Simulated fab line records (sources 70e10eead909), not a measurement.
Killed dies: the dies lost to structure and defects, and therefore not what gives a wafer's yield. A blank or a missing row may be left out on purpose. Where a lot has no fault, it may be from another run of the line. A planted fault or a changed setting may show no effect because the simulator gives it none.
The tool behind it: which one? ; flow nandHarc ; 24 lots with 72 wafers sampled at 6 steps, on a route of 1159 steps

== WHAT THE GAUGES READ, wafer by wafer ==
The record lacks any reading of a measuring or inspecting step that a usual standard deviation could be used to judge.

== WHAT TOOL EACH LOT RAN ON (gives the tool, then ch and the chambers of the sampled wafers, and finally the start) ==
lot;NHARC_A_STAIRCASE_DESCUM_252;NHARC_A_STAIRCASE_ETCH_294;NHARC_A_STAIRCASE_DESCUM_443;NHARC_A_STAIRCASE_CMP_450;NHARC_A_STAIRCASE_CMP_152;NHARC_A_SGD_CUT_ETCH_58
L075;rieDiel-01 ch 0,2,3, day 11 02:09;rieDiel-01 ch 1,2,3, day 13 09:57 or earlier;rieDiel-02 ch 1,2,3, day 13 09:57;cmp-03 ch 1,2,3, day 13 13:06;cmp-03 ch 1,2,3, day 13 13:10;rieDiel-06 ch 0,1,2, day 13 16:01
L074;rieDiel-02 ch 1,2,3, day 11 09:08;rieDiel-04 ch 1,2, day 13 10:02 or earlier;rieDiel-01 ch 0,2,3, day 13 10:02;cmp-02 ch 0,3, day 13 13:21;cmp-02 ch 0,3, day 13 13:26;rieDiel-07 ch 0,3, day 13 16:24
L076;rieDiel-01 ch 0,2,3, day 11 22:13;rieDiel-02 ch 0,1,2, day 13 22:31 or earlier;rieDiel-02 ch 1,3, day 13 22:31;cmp-01 ch 0,1,2, day 14 02:12;cmp-01 ch 0,1,2, day 14 02:17;rieDiel-07 ch 0,1, day 14 05:04
L077;rieDiel-01 ch 0,2,3, day 11 22:31;rieDiel-01 ch 1,3, day 14 03:51 or earlier;rieDiel-04 ch 0,2,3, day 14 03:51;cmp-03 ch 0,3, day 14 07:10;cmp-03 ch 0,3, day 14 07:14;rieDiel-07 ch 0,1, day 14 10:00
L078;rieDiel-04 ch 1,3, day 12 06:17;rieDiel-01 ch 1,2,3, day 14 17:00 or earlier;rieDiel-04 ch 0,1,3, day 14 17:00;cmp-03 ch 0,1,3, day 14 20:10;cmp-03 ch 0,1,3, day 14 20:14;rieDiel-07 ch 0,2, day 14 23:23
L080;rieDiel-02 ch 0,3, day 12 21:27;rieDiel-02 ch 0,1,2, day 15 02:26 or earlier;rieDiel-02 ch 0,2,3, day 15 02:26;cmp-01 ch 0,1,2, day 15 05:35;cmp-01 ch 0,1,2, day 15 05:40;rieDiel-08 ch 2,3, day 15 09:18
L079;rieDiel-02 ch 0,1,3, day 12 21:51;rieDiel-01 ch 0,1,2, day 15 02:15 or earlier;rieDiel-04 ch 0,1,2, day 15 02:15;cmp-03 ch 1,2,3, day 15 05:23;cmp-03 ch 1,2,3, day 15 05:28;rieDiel-07 ch 0,1,3, day 15 09:07
L082;rieDiel-04 ch 0,2,3, day 13 13:47;rieDiel-02 ch 0,2, day 15 15:16 or earlier;rieDiel-01 ch 0,2,3, day 15 15:16;cmp-03 ch 0,1, day 15 18:31;cmp-03 ch 0,1, day 15 18:36;rieDiel-08 ch 1,3, day 15 21:29
L081;rieDiel-04 ch 0,1, day 13 15:28;rieDiel-04 ch 0,1,2, day 15 15:25 or earlier;rieDiel-02 ch 0,1,2, day 15 15:25;cmp-01 ch 1,3, day 15 18:49;cmp-01 ch 1,3, day 15 18:53;rieDiel-08 ch 1,2, day 15 21:51
L083;rieDiel-04 ch 0,2,3, day 13 15:46;rieDiel-01 ch 0,1,3, day 15 15:03 or earlier;rieDiel-04 ch 0,1,3, day 15 15:03;cmp-02 ch 1,2,3, day 15 18:14;cmp-02 ch 1,2,3, day 15 18:19;rieDiel-06 ch 1,2, day 15 21:11
L084;rieDiel-01 ch 1,2,3, day 13 23:43;rieDiel-04 ch 1,2,3, day 16 01:25 or earlier;rieDiel-01 ch 1,3, day 16 01:25;cmp-03 ch 0,1, day 16 04:43;cmp-03 ch 0,1, day 16 04:47;rieDiel-06 ch 0,1, day 16 07:34
L085;rieDiel-04 ch 1,2,3, day 14 13:59;rieDiel-04 ch 0,3, day 16 17:58 or earlier;rieDiel-01 ch 0,1,2, day 16 17:58;cmp-01 ch 0,1, day 16 21:07;cmp-01 ch 0,1, day 16 21:12;rieDiel-06 ch 2,3, day 17 00:09
L086;rieDiel-01 ch 0,1,3, day 14 14:25;rieDiel-01 ch 1,3, day 16 18:17 or earlier;rieDiel-04 ch 1,2, day 16 18:17;cmp-01 ch 1,3, day 16 21:28;cmp-01 ch 1,3, day 16 21:32;rieDiel-06 ch 0,2, day 17 00:31
L087;rieDiel-04 ch 0,1,2, day 14 18:53;rieDiel-01 ch 0,1, day 16 18:07 or earlier;rieDiel-02 ch 0,3, day 16 18:07;cmp-02 ch 0,1, day 16 21:15;cmp-02 ch 0,1, day 16 21:19;rieDiel-07 ch 2,3, day 17 00:23
L088;rieDiel-01 ch 1,2,3, day 15 00:46;rieDiel-01 ch 0,1,3, day 17 16:25 or earlier;rieDiel-01 ch 0,1,3, day 17 16:25;cmp-03 ch 0,1,3, day 17 19:36;cmp-03 ch 0,1,3, day 17 19:40;rieDiel-06 ch 1,2,3, day 17 22:52
L089;rieDiel-02 ch 0,1,2, day 15 01:34;rieDiel-04 ch 0,1,2, day 17 16:15 or earlier;rieDiel-02 ch 2,3, day 17 16:15;cmp-03 ch 0,1, day 17 19:25;cmp-03 ch 0,1, day 17 19:29;rieDiel-06 ch 2,3, day 17 22:34
L091;rieDiel-02 ch 0,2,3, day 15 07:49;rieDiel-04 ch 0,2,3, day 17 16:28 or earlier;rieDiel-01 ch 1,2,3, day 17 16:28;cmp-01 ch 1,2,3, day 17 21:04;cmp-01 ch 1,2,3, day 17 21:08;rieDiel-08 ch 0,1, day 18 00:05
L090;rieDiel-02 ch 1,2,3, day 15 08:22;rieDiel-02 ch 0,2, day 17 16:05 or earlier;rieDiel-04 ch 0,3, day 17 16:05;cmp-01 ch 0,2, day 17 19:16;cmp-01 ch 0,2, day 17 19:20;rieDiel-08 ch 0,1, day 17 22:10
L093;rieDiel-02 ch 0,2, day 16 00:03;rieDiel-04 ch 1,3, day 18 04:56 or earlier;rieDiel-01 ch 2,3, day 18 04:56;cmp-01 ch 0,1, day 18 08:13;cmp-01 ch 0,1, day 18 08:17;rieDiel-07 ch 1,3, day 18 11:04
L092;rieDiel-01 ch 0,1,3, day 16 00:13;rieDiel-04 ch 1,3, day 18 05:05 or earlier;rieDiel-04 ch 0,3, day 18 05:05;cmp-03 ch 0,1,3, day 18 08:16;cmp-03 ch 0,1,3, day 18 08:21;rieDiel-08 ch 0,1,2, day 18 11:19
L094;rieDiel-02 ch 1,2, day 16 13:34;rieDiel-01 ch 0,1,2, day 18 20:44 or earlier;rieDiel-04 ch 0,1,2, day 18 20:44;cmp-03 ch 0,1, day 18 23:52;cmp-03 ch 0,1, day 18 23:56;rieDiel-06 ch 0,2,3, day 19 02:53
L095;rieDiel-02 ch 0,2,3, day 16 14:32;rieDiel-02 ch 0,1,2, day 18 21:05 or earlier;rieDiel-01 ch 2,3, day 18 21:05;cmp-01 ch 1,2, day 19 00:15;cmp-01 ch 1,2, day 19 00:20;rieDiel-07 ch 0,1, day 19 03:08
L096;rieDiel-01 ch 0,1,3, day 16 19:37;rieDiel-01 ch 0,1,2, day 18 20:35 or earlier;rieDiel-02 ch 0,1,3, day 18 20:35;cmp-01 ch 1,2,3, day 18 23:43;cmp-01 ch 1,2,3, day 18 23:48;rieDiel-08 ch 0,2,3, day 19 02:39
L097;rieDiel-02 ch 0,1,2, day 17 00:20;rieDiel-02 ch 1,2,3, day 19 09:50 or earlier;rieDiel-04 ch 0,1,2, day 19 09:50;cmp-02 ch 1,2, day 19 12:59;cmp-02 ch 1,2, day 19 13:04;rieDiel-07 ch 0,2,3, day 19 16:38
- NHARC_A_STAIRCASE_DESCUM_252: chemistry O2, time 3 s.
- NHARC_A_STAIRCASE_ETCH_294: etches the open film in C4F8/O2/Ar, target depth 4992 nm, time 1212.4 s.
- NHARC_A_STAIRCASE_DESCUM_443: chemistry O2, time 3 s.
- NHARC_A_STAIRCASE_CMP_450: polishes SiO2, target thk 200 nm.
- NHARC_A_STAIRCASE_CMP_152: polishes.
- NHARC_A_SGD_CUT_ETCH_58: etches the open film in CF4, target depth 39 nm, time 65 s.

== WHAT THE TOOLS THEMSELVES READ (means of the sampled wafers that have a number; where no wafer has one, the mark that the record gives instead) ==
NHARC_A_STAIRCASE_DESCUM_252.
lot;tool;drypumpMotorCurrentA (A);oesProductAu (a.u.);rfVppV (V);showerheadPlenumPTorr (Torr);throttleValvePct (%)
L075;rieDiel-01;5.7;1.001;57.4;1.91;11.312
L074;rieDiel-02;5.8;0.997;58.2;1.80;11.309
L076;rieDiel-01;5.6;0.998;59.0;1.91;11.318
L077;rieDiel-01;5.7;1.001;58.2;1.91;11.303
L078;rieDiel-04;5.8;0.989;58.1;1.94;11.303
L080;rieDiel-02;5.9;1.000;57.2;1.79;11.313
L079;rieDiel-02;5.9;0.998;58.3;1.80;11.302
L082;rieDiel-04;5.3;0.996;58.2;1.94;11.314
L081;rieDiel-04;5.6;1.001;57.9;1.96;11.302
L083;rieDiel-04;5.3;1.000;57.4;1.94;11.312
L084;rieDiel-01;5.5;1.006;59.0;1.94;11.298
L085;rieDiel-04;5.7;0.994;57.4;1.91;11.314
L086;rieDiel-01;5.4;0.990;57.5;1.94;11.310
L087;rieDiel-04;5.4;0.998;57.9;1.94;11.322
L088;rieDiel-01;5.5;1.007;56.8;1.93;11.323
L089;rieDiel-02;6.1;0.991;57.7;1.89;11.303
L091;rieDiel-02;5.7;0.998;57.8;1.88;11.303
L090;rieDiel-02;5.8;1.002;58.2;1.90;11.306
L093;rieDiel-02;6.0;0.987;58.1;1.97;11.322
L092;rieDiel-01;5.4;0.990;57.1;1.94;11.310
L094;rieDiel-02;6.0;0.991;57.8;1.99;11.308
L095;rieDiel-02;5.7;1.008;57.8;1.88;11.312
L096;rieDiel-01;5.4;1.008;57.6;1.93;11.312
L097;rieDiel-02;6.1;0.996;58.3;1.88;11.318

NHARC_A_STAIRCASE_ETCH_294.
lot;tool;oesProductAu (a.u.);rfVppV (V)
L075;rieDiel-01;0.937;1831
L074;rieDiel-04;0.937;1826
L076;rieDiel-02;0.924;1811
L077;rieDiel-01;0.939;1834
L078;rieDiel-01;0.946;1830
L080;rieDiel-02;0.917;1811
L079;rieDiel-01;0.936;1837
L082;rieDiel-02;0.909;1807
L081;rieDiel-04;0.950;1831
L083;rieDiel-01;0.926;1830
L084;rieDiel-04;0.917;1827
L085;rieDiel-04;0.921;1832
L086;rieDiel-01;0.915;1822
L087;rieDiel-01;0.924;1840
L088;rieDiel-01;0.922;1830
L089;rieDiel-04;0.918;1830
L091;rieDiel-04;0.928;1830
L090;rieDiel-02;0.936;1834
L093;rieDiel-04;0.922;1829
L092;rieDiel-04;0.918;1828
L094;rieDiel-01;0.929;1836
L095;rieDiel-02;0.927;1823
L096;rieDiel-01;0.942;1836
L097;rieDiel-02;0.922;1824

NHARC_A_STAIRCASE_DESCUM_443.
lot;tool;drypumpMotorCurrentA (A);oesProductAu (a.u.);rfVppV (V);showerheadPlenumPTorr (Torr);throttleValvePct (%)
L075;rieDiel-02;5.8;0.987;57.0;1.79;11.306
L074;rieDiel-01;5.7;0.999;58.1;1.91;11.313
L076;rieDiel-02;5.9;0.987;57.2;1.81;11.313
L077;rieDiel-04;5.3;0.986;57.5;1.94;11.304
L078;rieDiel-04;5.5;0.992;58.2;1.96;11.310
L080;rieDiel-02;5.7;1.006;56.9;1.88;11.309
L079;rieDiel-04;5.4;0.997;58.0;1.94;11.308
L082;rieDiel-01;5.6;0.995;57.7;1.90;11.313
L081;rieDiel-02;6.2;0.998;57.4;1.89;11.312
L083;rieDiel-04;5.5;1.005;58.3;1.96;11.317
L084;rieDiel-01;5.1;0.998;57.5;1.88;11.319
L085;rieDiel-01;5.8;1.011;58.0;1.98;11.312
L086;rieDiel-04;5.6;1.008;56.3;1.89;11.315
L087;rieDiel-02;5.9;1.011;57.7;1.78;11.309
L088;rieDiel-01;5.4;0.998;57.5;1.93;11.307
L089;rieDiel-02;5.4;1.015;58.6;1.88;11.314
L091;rieDiel-01;5.5;1.003;57.3;1.93;11.310
L090;rieDiel-04;5.2;1.003;57.4;1.97;11.313
L093;rieDiel-01;5.4;0.997;57.5;1.84;11.315
L092;rieDiel-04;5.2;1.003;57.1;1.97;11.305
L094;rieDiel-04;5.4;1.019;58.2;1.93;11.309
L095;rieDiel-01;5.4;1.000;57.4;1.84;11.305
L096;rieDiel-02;5.9;0.997;57.5;1.79;11.322
L097;rieDiel-04;5.5;1.008;57.7;1.92;11.309

NHARC_A_STAIRCASE_CMP_450.
lot;tool;motorCurrentA (A);slurryFilterDpKPa (kPa)
L075;cmp-03;13.0;13.58
L074;cmp-02;11.9;13.55
L076;cmp-01;11.4;13.48
L077;cmp-03;13.2;13.45
L078;cmp-03;12.8;13.41
L080;cmp-01;11.1;13.60
L079;cmp-03;12.5;13.56
L082;cmp-03;12.7;13.52
L081;cmp-01;13.3;13.48
L083;cmp-02;12.7;13.59
L084;cmp-03;12.4;13.41
L085;cmp-01;12.4;13.64
L086;cmp-01;13.0;13.42
L087;cmp-02;11.5;13.44
L088;cmp-03;12.7;13.45
L089;cmp-03;12.5;13.51
L091;cmp-01;12.1;13.52
L090;cmp-01;10.1;13.45
L093;cmp-01;11.8;13.58
L092;cmp-03;12.9;13.55
L094;cmp-03;12.5;13.59
L095;cmp-01;12.0;13.52
L096;cmp-01;12.2;13.68
L097;cmp-02;13.2;13.56

NHARC_A_STAIRCASE_CMP_152.
lot;tool;motorCurrentA (A);slurryFilterDpKPa (kPa)
L075;cmp-03;12.6;13.45
L074;cmp-02;11.5;13.64
L076;cmp-01;11.4;13.45
L077;cmp-03;12.5;13.51
L078;cmp-03;12.6;13.49
L080;cmp-01;11.7;13.49
L079;cmp-03;12.6;13.41
L082;cmp-03;12.5;13.58
L081;cmp-01;12.9;13.48
L083;cmp-02;12.9;13.53
L084;cmp-03;12.8;13.47
L085;cmp-01;12.5;13.42
L086;cmp-01;13.0;13.56
L087;cmp-02;11.3;13.56
L088;cmp-03;12.7;13.40
L089;cmp-03;12.5;13.55
L091;cmp-01;12.1;13.61
L090;cmp-01;10.0;13.44
L093;cmp-01;12.1;13.55
L092;cmp-03;13.3;13.52
L094;cmp-03;12.3;13.51
L095;cmp-01;12.2;13.49
L096;cmp-01;12.0;13.39
L097;cmp-02;13.2;13.48

NHARC_A_SGD_CUT_ETCH_58.
lot;tool;drypumpMotorCurrentA (A);oesProductAu (a.u.);rfVppV (V);showerheadPlenumPTorr (Torr);throttleValvePct (%)
L075;rieDiel-06;5.8;1.002;150.9;1.81;13.282
L074;rieDiel-07;6.2;1.002;151.3;1.79;13.288
L076;rieDiel-07;6.0;1.007;152.2;1.85;13.283
L077;rieDiel-07;6.0;1.007;152.1;1.85;13.279
L078;rieDiel-07;6.5;1.013;151.3;1.80;13.289
L080;rieDiel-08;5.8;0.989;152.0;1.82;13.283
L079;rieDiel-07;5.9;1.013;151.5;1.81;13.284
L082;rieDiel-08;5.5;0.989;149.8;1.72;13.288
L081;rieDiel-08;5.9;0.999;151.7;1.80;13.284
L083;rieDiel-06;6.4;1.000;151.3;1.73;13.290
L084;rieDiel-06;5.5;0.996;151.6;1.80;13.288
L085;rieDiel-06;5.7;1.009;152.7;1.83;13.279
L086;rieDiel-06;5.6;1.013;153.0;1.87;13.275
L087;rieDiel-07;6.3;1.002;150.4;1.71;13.283
L088;rieDiel-06;5.9;1.001;150.9;1.76;13.286
L089;rieDiel-06;5.4;0.999;151.5;1.78;13.284
L091;rieDiel-08;5.5;1.006;150.3;1.69;13.276
L090;rieDiel-08;5.4;1.001;149.6;1.69;13.286
L093;rieDiel-07;5.4;1.006;151.7;1.81;13.286
L092;rieDiel-08;5.7;1.006;150.7;1.75;13.280
L094;rieDiel-06;5.3;0.992;151.6;1.83;13.280
L095;rieDiel-07;5.5;1.013;152.7;1.86;13.282
L096;rieDiel-08;5.8;1.000;150.6;1.78;13.277
L097;rieDiel-07;6.4;1.000;151.3;1.75;13.277

== THE ANSWER, worked out from the rows above alone ==
Rule: the lots themselves supply what counts as usual. The widest of any qualifying gaps counts: lots, ordered by their means at a reading, are off when they make up no more than a third of the lots, leave a main group of 4 or more, and stand apart from it by 3 or more times the standard deviation of that group's means. A main group whose means are all the same, to the digits that the tables above print for the reading, isn't used. Also off: a lot with no number at a reading for which 4 or more lots have one. Any other lot the step has rows for is counted as sound. After the gauges, taken in route order, come the tools' own readings; for these a lot's mean is taken, as printed above. The first step at which some lot is off is used, and at that step the reading that is off furthest; a lot without a number counts as furthest.
Across all readings shown, no lot is off: no conclusion can be drawn from this.

== WHAT THE SIMULATOR HAD PUT IN ==
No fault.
